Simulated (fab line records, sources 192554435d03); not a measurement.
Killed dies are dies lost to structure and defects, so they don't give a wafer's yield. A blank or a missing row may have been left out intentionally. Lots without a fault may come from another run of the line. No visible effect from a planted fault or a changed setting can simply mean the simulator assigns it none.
Which tool did it?	flow n5_finfet	33 wafers from 11 lots sampled at 5 of the route's 1938 steps

## WHAT EACH GAUGE READ, for each wafer
Not one reading of a measure or inspect step in the record can be checked against a usual standard deviation.

## WHAT TOOL EACH LOT RAN ON (gives the tool, then ch and the chambers of the sampled wafers, and finally the start)
lot	N5_MOL_CONTACT_COAG_DESCUM_13	N5_MOL_CONTACT_COAG_CONTACT_ETCH_14	N5_MOL_CONTACT_COAG_ETCH_110	N5_MOL_CONTACT_COAG_SIL_ANNEAL_21	N5_PASSIVATION_PROBE_49
L962	rie_diel-03 ch 0,2,3, day 4 15:28	rie_diel-03 ch 0,2,3, day 4 15:38	rie_diel-03 ch 0,2,3, day 4 15:44	rtp_anneal-01 ch 0, day 4 17:41	-
L967	rie_diel-03 ch 1,2,3, day 5 23:17	rie_diel-03 ch 1,2,3, day 5 23:28	rie_diel-03 ch 1,2,3, day 5 23:34	rtp_anneal-02 ch 0, day 6 00:58	-
L969	rie_diel-03 ch 0,1, day 6 09:13	rie_diel-03 ch 0,1, day 6 09:23	rie_diel-03 ch 0,1, day 6 09:29	rtp_anneal-01 ch 0, day 6 10:43	-
L970	rie_diel-03 ch 0,3, day 6 16:46	rie_diel-03 ch 0,3, day 6 16:58	rie_diel-03 ch 0,3, day 6 17:03	rtp_anneal-01 ch 0, day 6 18:09	-
L971	rie_diel-03 ch 1,3, day 6 23:37	rie_diel-03 ch 1,3, day 6 23:48	rie_diel-03 ch 1,3, day 6 23:53	rtp_anneal-02 ch 0, day 7 01:23	-
L975	rie_diel-04 ch 1,2, day 8 01:04	rie_diel-04 ch 1,2, day 8 01:15	rie_diel-04 ch 1,2, day 8 01:20	rtp_anneal-02 ch 0, day 8 02:47	prober-01, day 16 22:41
L976	rie_diel-01 ch 1,2,3, day 8 13:28	rie_diel-01 ch 1,2,3, day 8 13:38	rie_diel-01 ch 1,2,3, day 8 13:44	rtp_anneal-01 ch 0, day 8 15:14	-
L978	rie_diel-04 ch 0,2, day 8 17:36	rie_diel-04 ch 0,2, day 8 17:47	rie_diel-04 ch 0,2, day 8 17:53	rtp_anneal-01 ch 0, day 8 20:08	-
L979	rie_diel-04 ch 0,1,2, day 9 02:47	rie_diel-04 ch 0,1,2, day 9 02:58	rie_diel-04 ch 0,1,2, day 9 03:04	rtp_anneal-02 ch 0, day 9 04:28	prober-01, day 18 06:30
L982	rie_diel-04 ch 1,2,3, day 9 16:13	rie_diel-04 ch 1,2,3, day 9 16:24	rie_diel-04 ch 1,2,3, day 9 16:30	rtp_anneal-01 ch 0, day 9 18:01	-
L984	rie_diel-04 ch 0,2, day 10 06:31	rie_diel-04 ch 0,2, day 10 06:41	rie_diel-04 ch 0,2, day 10 06:47	rtp_anneal-01 ch 0, day 10 07:56	-
- N5_MOL_CONTACT_COAG_DESCUM_13: chemistry O2, time 7 s.
- N5_MOL_CONTACT_COAG_CONTACT_ETCH_14: etches SiO2 in C4F6/O2, target depth 27.5 nm, overetch 8.5 nm, time 20 s.
- N5_MOL_CONTACT_COAG_ETCH_110: etches Si in CF4/O2, target depth 2.5 nm, time 8 s.
- N5_MOL_CONTACT_COAG_SIL_ANNEAL_21: time 60 s.
- N5_PASSIVATION_PROBE_49

## AS READ BY THE TOOLS THEMSELVES (means over the sampled wafers that have a number; for cases with no such wafer, the mark the record gives instead)
N5_MOL_CONTACT_COAG_DESCUM_13.
lot	tool	drypump_motor_current_A (A)	oes_product_au (a.u.)	rf_vpp_V (V)	showerhead_plenum_p_Torr (Torr)	throttle_valve_pct (%)
L962	rie_diel-03	5.2	0.73	242.5	2.07	20.50
L967	rie_diel-03	5.5	0.78	243.3	2.13	20.49
L969	rie_diel-03	6.2	0.83	245.0	2.16	20.33
L970	rie_diel-03	5.0	0.72	243.2	2.13	20.60
L971	rie_diel-03	5.9	0.84	245.2	2.20	20.46
L975	rie_diel-04	5.7	0.85	244.3	2.16	20.20
L976	rie_diel-01	5.6	0.90	245.2	2.17	20.37
L978	rie_diel-04	5.8	0.83	243.4	2.09	20.27
L979	rie_diel-04	5.5	0.85	243.4	2.13	20.22
L982	rie_diel-04	5.7	0.89	244.6	2.19	20.24
L984	rie_diel-04	5.6	0.84	242.2	2.07	20.31

N5_MOL_CONTACT_COAG_CONTACT_ETCH_14.
lot	tool	bias_w (W)	drypump_motor_current_A (A)	oes_product_au (a.u.)	rf_vpp_V (V)	showerhead_plenum_p_Torr (Torr)	throttle_valve_pct (%)
L962	rie_diel-03	185.5	5.2	0.62	691	2.86	21.36
L967	rie_diel-03	185.1	5.5	0.67	695	2.93	21.38
L969	rie_diel-03	184.9	6.1	0.70	696	2.98	21.18
L970	rie_diel-03	185.2	5.1	0.61	694	2.93	21.44
L971	rie_diel-03	184.8	5.9	0.70	698	3.03	21.33
L975	rie_diel-04	185.3	5.8	0.71	695	2.95	20.97
L976	rie_diel-01	185.3	5.6	0.76	697	2.98	21.24
L978	rie_diel-04	185.2	5.8	0.70	693	2.87	21.09
L979	rie_diel-04	185.1	5.5	0.73	694	2.92	21.03
L982	rie_diel-04	184.3	5.8	0.75	696	3.00	21.06
L984	rie_diel-04	184.4	5.6	0.72	692	2.85	21.16

N5_MOL_CONTACT_COAG_ETCH_110.
lot	tool	bias_w (W)	cf4_flow_sccm (sccm)	drypump_motor_current_A (A)	oes_product_au (a.u.)	rf_vpp_V (V)	showerhead_plenum_p_Torr (Torr)	throttle_valve_pct (%)
L962	rie_diel-03	12.02	100.5	5.2	0.73	127.4	2.21	10.94
L967	rie_diel-03	12.04	99.8	5.5	0.78	128.7	2.26	10.82
L969	rie_diel-03	13.62	100.1	6.2	0.86	142.8	2.30	10.66
L970	rie_diel-03	13.60	100.0	5.0	0.74	143.0	2.26	11.02
L971	rie_diel-03	13.60	100.1	5.9	0.86	142.6	2.33	10.71
L975	rie_diel-04	12.03	100.2	5.7	0.84	125.9	2.28	10.42
L976	rie_diel-01	11.99	99.8	5.6	0.90	128.5	2.30	10.53
L978	rie_diel-04	11.95	100.0	5.8	0.83	127.4	2.22	10.51
L979	rie_diel-04	12.00	99.9	5.5	0.85	127.7	2.26	10.45
L982	rie_diel-04	12.00	100.0	5.7	0.88	127.2	2.32	10.46
L984	rie_diel-04	12.00	100.2	5.6	0.84	129.5	2.19	10.55

N5_MOL_CONTACT_COAG_SIL_ANNEAL_21.
lot	tool	lamp_power_pct (%)	lamp_zone_1_pct (%)	lamp_zone_2_pct (%)	wafer_temp_C_max
L962	rtp_anneal-01	6.67	6.67	6.67	551.4
L967	rtp_anneal-02	6.53	6.53	6.53	551.8
L969	rtp_anneal-01	6.68	6.67	6.67	551.9
L970	rtp_anneal-01	6.67	6.67	6.67	551.3
L971	rtp_anneal-02	6.53	6.53	6.53	552.1
L975	rtp_anneal-02	6.52	6.52	6.53	552.1
L976	rtp_anneal-01	6.67	6.67	6.68	551.6
L978	rtp_anneal-01	6.67	6.67	6.67	551.5
L979	rtp_anneal-02	6.53	6.53	6.53	551.7
L982	rtp_anneal-01	6.67	6.67	6.66	551.8
L984	rtp_anneal-01	6.67	6.67	6.67	552.2

N5_PASSIVATION_PROBE_49.
lot	tool	killed_at_M0_to_M3	killed_at_M4_up	killed_at_contacts	killed_at_front_end	killed_at_other	killed_dies	killed_open	killed_short
L975	prober-01	42	15	10	48	0	115	78	35
L979	prober-01	39	11	10	41	2	104	69	31

## THE ANSWER, worked out from the rows above alone
Rule: the lots themselves supply what counts as usual. Put in order of their means at a reading, lots are off if they are a third of the lots or fewer, leave a main group of 4 or more, and stand apart from it by a gap of 3 or more times the standard deviation of the main group's means; of several such gaps the widest counts. Not used: any main group whose means are identical at the precision the tables above print for the reading. A lot without any number at a reading at which 4 lots or more have one is off too. The other lots that the step has rows for count as sound. The gauges are gone through in route order, then the tools' own readings, and for those a lot's mean is taken as printed above. The first step at which some lot is off is used, and at that step the reading that is off furthest; a lot without a number counts as furthest.
Off: L969, L970, L971 (N5_MOL_CONTACT_COAG_ETCH_110, bias_w). Mean 12.00 W and standard deviation 0.026 in the main group.
A tool fits if, at that step or a process step before it, it ran every lot that is off, and no sound lot after the first of them. One fits: rie_diel-03 at N5_MOL_CONTACT_COAG_DESCUM_13 and N5_MOL_CONTACT_COAG_CONTACT_ETCH_14 and N5_MOL_CONTACT_COAG_ETCH_110. At N5_MOL_CONTACT_COAG_DESCUM_13 its last sound lot is L967 (day 5 23:17), its first lot that is off L969 (day 6 09:13): a fault that began between those two fits.

## WHAT THE SIMULATOR PUT IN
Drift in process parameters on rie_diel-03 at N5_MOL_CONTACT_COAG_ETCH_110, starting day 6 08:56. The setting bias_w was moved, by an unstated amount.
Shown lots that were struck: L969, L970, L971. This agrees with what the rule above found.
